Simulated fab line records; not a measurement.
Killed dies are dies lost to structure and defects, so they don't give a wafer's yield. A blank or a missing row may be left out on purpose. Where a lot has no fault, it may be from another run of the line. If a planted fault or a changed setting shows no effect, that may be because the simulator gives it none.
Comparing a struck lot with a sound one ; flow n5_finfet ; 37 out of 1938 route steps
Sound: wafers L755.2, L755.4, L755.6. Struck: wafer L757.3 (left out: L757.1, L757.6 of the same lot, which were not struck); the cause appears at the end.
At each step with rows: each side's tool, then ch and its chambers, then its first start. Under that, the readings that differ: sound wafers ; struck wafers ; difference of the means ; sigmas: that difference in standard deviations of wafers without a fault.
alike: readings whose means differ by less than 2 such deviations, and words and numbers that are the same on both sides. not compared: withheld readings, readings that some wafer has no value for, bounds like >300 that may hide the same value, and numbers for which the record gives no deviation and whose values overlap.
A row with sigmas, a row that says differs or no value, or rows on one side alone: a step with any of these is where the two part. Numbers that don't overlap but have no deviation are shown without sigmas and don't part them. A reading missing from all wafers of one side parts the sides only when that side holds two or more wafers.

first, 9 steps without rows for these wafers: N5_BEOL_M10_PEB_26 (peb time 60 s); N5_BEOL_M10_DEVELOP_27 (develop time 30 s); N5_BEOL_M10_DESCUM_33 (chemistry O2, time 7.9 s); N5_BEOL_M10_ETCH_65 (etches SiARC in CF4, target depth 39 nm, time 65 s); N5_BEOL_M10_ETCH_66 (etches SOC in N2/H2, target depth 120 nm, overetch 24 nm, time 180 s); N5_BEOL_M10_STRIP_69 (strips in N2/H2); N5_BEOL_M10_VIA_ETCH_34 (etches SiCOH lowk in C4F6/O2, target depth 184.5 nm, time 69.2 s); N5_BEOL_M10_STRIP_73 (strips in C4F6/O2); N5_BEOL_M10_STRIP_36 (strips in N2/H2).
N5_BEOL_M10_TRENCH_ETCH_37: etches SiCOH lowk in C4F6/O2, target depth 148.83 nm, time 48 s.
  sound on rie_diel-03 ch 2,3, day 12 16:13; struck on rie_diel-03 ch 1, day 12 23:08
reading;sound;struck;difference;sigmas
oes_product_au (a.u.);0.68 0.68 0.95;1.14;+0.37;+4
model.etch.depth_nm (nm);145 145.7 153;213.9;+66.0;
model.BEOL_M10.feature_depth_nm (nm);145 145.6 153;213.8;+65.9;
model.TiN_of_BEOL_M10_HM_DEP_02.thk_nm (nm);15.8 15.8 15.6;13.8;-1.9;
  alike: drypump_motor_current_A, rf_vpp_V, showerhead_plenum_p_Torr, throttle_valve_pct
  not compared: rf_hours_counter_h
then, 2 steps without rows for these wafers: N5_BEOL_M10_ETCH_41 (etches SiCN in CH3F/O2, target depth 42.6 nm, time 86 s); N5_BEOL_M10_STRIP_77 (strips in N2/H2, time 10 s).
N5_BEOL_M10_OCD_MEAS_38:
  sound: ocd-01 at day 12 16:24; struck: ocd-02 at day 12 23:19
reading;sound;struck;difference;sigmas
trench_depth_nm (nm);145.3 145.3 152.8;214.1;+66.3;+29
then, 13 steps without rows for these wafers: N5_BEOL_M10_HM_STRIP_39 (strips TiN in peroxide tin strip, target depth 25 nm, time 158 s); N5_BEOL_M10_SRD_40 (time 30 s); N5_BEOL_M10_PRECLEAN_42 (cleans in residue remover, time 60 s); N5_BEOL_M10_SRD_43 (time 30 s); N5_BEOL_M10_CURE_72 (cures SiCOH lowk, time 120 s); N5_BEOL_M10_DEGAS_44 (time 60 s); N5_BEOL_M10_PRE_CLEAN_45 (time 30 s); N5_BEOL_M10_ALD_74 (deposits TaN, target thk 2 nm, pulse time 2 s, purge time 3 s); N5_BEOL_M10_SURFACE_TREAT_76; N5_BEOL_M10_CVD_75 (deposits Co from CCTBA/H2, target thk 2 nm, time 138.9 s); N5_BEOL_M10_SPUTTER_48 (material Cu, target thk 12 nm, time 2 s); N5_BEOL_M10_ECD_50 (material Cu, target thk 318 nm); N5_BEOL_M10_ANNEAL_51 (time 90 s).
N5_BEOL_M10_CMP_52: polishes, stops on SiCOH lowk, t overpolish 7 s, target thk 140 nm.
  sound on cmp-02 ch 0,1,2, day 12 19:08; struck on cmp-01 ch 1, day 13 01:55
reading;sound;struck;difference;sigmas
motor_current_A (A);5.5 5.8 6.1;7.2;+1.4;+2
model.Cu_of_BEOL_M10_ECD_50.thk_nm (nm);135.8 136 141.4;205.2;+67.5;
N5_BEOL_M10_THK_MEAS_53: measures by xrf.
  sound: film_metro-01 at day 12 19:26; struck: film_metro-02 at day 13 02:11
reading;sound;struck;difference;sigmas
M10_THK (nm);138.9 139.9 144.7;211.9;+70.7;+26
then, 2 steps without rows for these wafers: N5_BEOL_M10_PRE_CLEAN_55 (time 15 s); N5_BEOL_M10_DEP_56 (deposits SiCN from 3MS/NH3, target thk 15 nm, time 26.5 s).
N5_BEOL_M10_RS_MEAS_57: a four-point-probe measurement.
  sound: film_metro-02 at day 12 19:34; struck: film_metro-02 at day 13 02:19
reading;sound;struck;difference;sigmas
M10_RS (ohm/sq);0.1560 0.1558 0.1491;0.0995;-0.0541;-18
then, 5 steps without rows for these wafers: N5_BEOL_M11_ILD_DEP_00 (deposits SiCOH lowk from DEMS/porogen, target thk 308.51 nm, time 58 s); N5_BEOL_M11_CURE_71 (cures SiCOH lowk, time 240 s); N5_BEOL_M11_PECVD_70 (deposits SiO2 from TEOS/O2, target thk 20 nm, time 22.7 s); N5_BEOL_M11_HM_DEP_02 (deposits TiN, target thk 20 nm); N5_BEOL_M11_COAT_59 (time 60 s, resist thk 100 nm).
N5_BEOL_M15_RC_MEAS_101:
  sound on prober-02 ch 0, day 14 11:09; struck on prober-02 ch 0, day 14 16:17
reading;sound;struck;difference;sigmas
COMB_M7 (S/m);2.6e-11 2.8e-11 4.6e-11;2.3e-11;-1.0e-11;-2
COMB_M8 (S/m);2.8e-11 3.2e-11 3.1e-11;1.7e-11;-1.3e-11;-3
SERP_M10 (ohm/um);3.19 3.16 3.06;2.03;-1.11;-14
SERP_M10_max_site (ohm/um);3.25 3.28 3.14;2.08;-1.14;-16
SERP_M11 (ohm/um);3.21 3.29 3.19;2.99;-0.24;-3
SERP_M13 (ohm/um);0.307 0.314 0.316;0.301;-0.011;-2
SERP_M7_max_site (ohm/um);14.9 15.8 14.7;14.1;-1.0;-2
  alike: COMB_M11, COMB_M12, COMB_M13, COMB_M14, COMB_M15, COMB_M5, COMB_M6, COMB_M6_max_site, COMB_M9, SERP_M12, SERP_M14, SERP_M5, SERP_M6, SERP_M7, SERP_M8, SERP_M9

## WHERE THEY PART
First at N5_BEOL_M10_TRENCH_ETCH_37; last, within this record, at N5_BEOL_M15_RC_MEAS_101.

WHY: what the simulator had put in
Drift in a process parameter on rie_diel-03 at N5_BEOL_M10_TRENCH_ETCH_37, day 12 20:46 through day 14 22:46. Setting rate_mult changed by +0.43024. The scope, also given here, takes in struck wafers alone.
